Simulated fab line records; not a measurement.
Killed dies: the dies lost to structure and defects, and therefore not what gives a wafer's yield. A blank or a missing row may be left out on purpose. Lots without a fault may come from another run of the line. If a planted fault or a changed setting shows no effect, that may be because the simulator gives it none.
Chamber matching ; flow n5 finfet ; N5_BEOL_M3_VIA_ETCH_34 on rie diel-03 has 4 sister chambers
The step etches the open film in C4F6/O2, target depth 69.4 nm, time 65.9 s. 8 wafers are shown with their chamber, then 7 later ones without.

## EACH WAFER AND ITS CHAMBER
wafer;chamber;drypump motor current A (A);rf vpp V (V)
L082.1;2;5.7;660
L088.4;2;5.7;660
L088.6;0;5.3;684
L092.3;1;4.8;687
L092.4;0;5.3;686
L092.5;3;6.6;656
L091.1;3;6.7;657
L091.2;1;4.8;686

## WAFERS WHOSE CHAMBER IS MISSING
wafer;drypump motor current A (A);rf vpp V (V)
L091.6;4.7;686
L093.2;4.8;685
L093.4;5.3;684
L093.5;4.8;686
L096.1;6.6;657
L096.2;5.7;661
L096.3;5.3;685

## WHICH CHAMBER EACH ONE RAN IN
wafer;from the rows above;in truth
L091.6;1;1
L093.2;1;1
L093.4;0;0
L093.5;1;1
L096.1;3;3
L096.2;2;2
L096.3;0;0
7 of 7 placed correctly. From these rows, 0 cannot be placed. Number placed wrongly: 0.
How it was worked out, from the rows above alone: a wafer's distance from a chamber is the root of the sum, over the readings, of the square of ((its reading less the chamber's mean) divided by the reading's scatter). If the next closest chamber is less than 2 further off than the closest, the wafer can't be placed; otherwise it belongs to the closest. The mean given for a chamber averages the wafers shown for that chamber. The scatter: take each reading less its chamber's mean, square it, sum over the shown wafers, divide by the number of wafers less the number of chambers, and take the root.
